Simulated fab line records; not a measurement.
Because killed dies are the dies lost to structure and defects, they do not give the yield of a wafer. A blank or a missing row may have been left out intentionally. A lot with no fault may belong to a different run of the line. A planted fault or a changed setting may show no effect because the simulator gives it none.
Split-lot study    flow n5 finfet    on a route of 1938 steps: 7 lots, 21 wafers read

## ON THE SPLIT
At N5_HKMG_FIN_ETCH_35 (etches SOC in N2/H2, target depth 215.8 nm, time 243.4 s), the setting source w was moved away from the recipe's 3000 W on 4 of the 21 wafers read, by -17.7% to +17.4%. All remaining wafers had this setting at the recipe value.

Reading taken at the split's own step.

## THE READING
rf vpp V, in V, at N5_HKMG_FIN_ETCH_35 (etches SOC in N2/H2, target depth 215.8 nm, time 243.4 s). Typical for fault-free wafers on this fab line: 141.7 V, with standard deviation 1.1 V.

wafer   tool, chamber at the split  source w as run, W  against the recipe  rf vpp V, V  against lot-mates on the recipe
L077.3  rie diel-04, 3              3523                +17.4%              134.9        -7.0
L077.4  rie diel-04, 0              3000                recipe              141.1        -
L077.5  rie diel-04, 3              3000                recipe              142.7        -
L078.2  rie diel-06, 1              3000                recipe              143.7        -
L078.5  rie diel-06, 1              3000                recipe              144.1        -
L078.6  rie diel-06, 0              2470                -17.7%              151.5        +7.6
L082.1  rie diel-06, 3              3000                recipe              141.3        -
L082.2  rie diel-06, 0              3000                recipe              140.7        -
L082.5  rie diel-06, 2              3000                recipe              139.6        -
L090.1  rie diel-06, 0              3000                recipe              140.0        -
L090.3  rie diel-06, 1              3000                recipe              142.3        -
L090.6  rie diel-06, 2              3000                recipe              139.7        -
L091.1  rie diel-06, 3              3000                recipe              142.1        -
L091.3  rie diel-06, 2              3000                recipe              141.6        -
L091.4  rie diel-06, 0              3000                recipe              140.9        -
L095.1  rie diel-02, 1              2843                -5.2%               144.3        +2.2
L095.3  rie diel-02, 3              3000                recipe              142.1        -
L095.5  rie diel-02, 3              2843                -5.2%               144.7        +2.6
L097.1  rie diel-04, 0              3000                recipe              141.0        -
L097.2  rie diel-04, 3              3000                recipe              142.6        -
L097.4  rie diel-04, 2              3000                recipe              140.2        -

FIT RESULTS
A straight line over all 21 wafers: rf vpp V changes by -0.478 V for each +1% of source w; r = -0.91; the points scatter about the line by 1.3 V.
The same after taking each lot's own level away (the mean of its wafers on the recipe; 21 wafers): -0.419 V for each +1%; r = -0.96; scatter 0.76 V.
Per that fit: largest source w move, reading shift of 7.4 V.
Across the lots, their own levels run from 140.53 to 143.90 V, a range of 3.1 times the standard deviation given above.
So the lot-to-lot level changes the slope: the two fits differ.
Check: +7.29 V against its lot-mates is what the line predicts for one of the wafers moved furthest among these (-17.7%) when that wafer is left out of the fit. It came out at +7.6 V against them.
Tool readings at the split's step, against how far the setting was moved: rf vpp V r = -0.91.

## OTHER SPLITS ON THESE WAFERS
Other splits were also applied to these wafers ahead of the reading. Each is held against what the fit with the lots' levels taken away leaves over:
other split on the same wafers        wafers away from the commonest value  r with rf vpp V (lot level and that fit taken away)
N5_ZERO_LAYER_ETCH_18 icp w           9                                     -0.18
N5_FIN_SAQP_ETCH_52 source w          8                                     -0.23
N5_STI_FIN_REVEAL_ETCHBACK_08 time s  5                                     +0.16
N5_DUMMY_GATE_PECVD_30 time s         5                                     -0.13
N5_DUMMY_GATE_COAT_28 spin rpm        6                                     +0.16
N5_SD_EPI_N_EPI_21 temp c             9                                     +0.08
N5_SD_EPI_P_COAT_34 temp c            6                                     +0.07
N5_SDB_ETCH_18 time s                 7                                     +0.33
N5_SDB_CUT_ETCH_26 icp w              9                                     +0.16

## THE WHOLE CHAIN: every reading that the file lists as answering this split, in the file's order
step                 what it does                                              reading                                                                          change (the file's fit)               r (the file's)
N5_HKMG_FIN_ETCH_35  etches SOC in N2/H2, target depth 215.8 nm, time 243.4 s  rf vpp V                                                                         -0.42 V for each +1% of the setting   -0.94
N5_HKMG_FIN_ETCH_35  etches SOC in N2/H2, target depth 215.8 nm, time 243.4 s  SOC_of_HKMG_FIN_COAT_29.thk nm (the simulator's own value, which no gauge read)  -1.87 nm for each +1% of the setting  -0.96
N5_HKMG_FIN_ETCH_35  etches SOC in N2/H2, target depth 215.8 nm, time 243.4 s  etch.depth nm (the simulator's own value, which no gauge read)                   +1.86 nm for each +1% of the setting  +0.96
N5_HKMG_FIN_ETCH_35  etches SOC in N2/H2, target depth 215.8 nm, time 243.4 s  HKMG_FIN.feature depth nm (the simulator's own value, which no gauge read)       +1.86 nm for each +1% of the setting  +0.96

## THE FILE'S OWN FIT
rf vpp V changes by -0.42 V for each +1% of source w, r = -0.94.
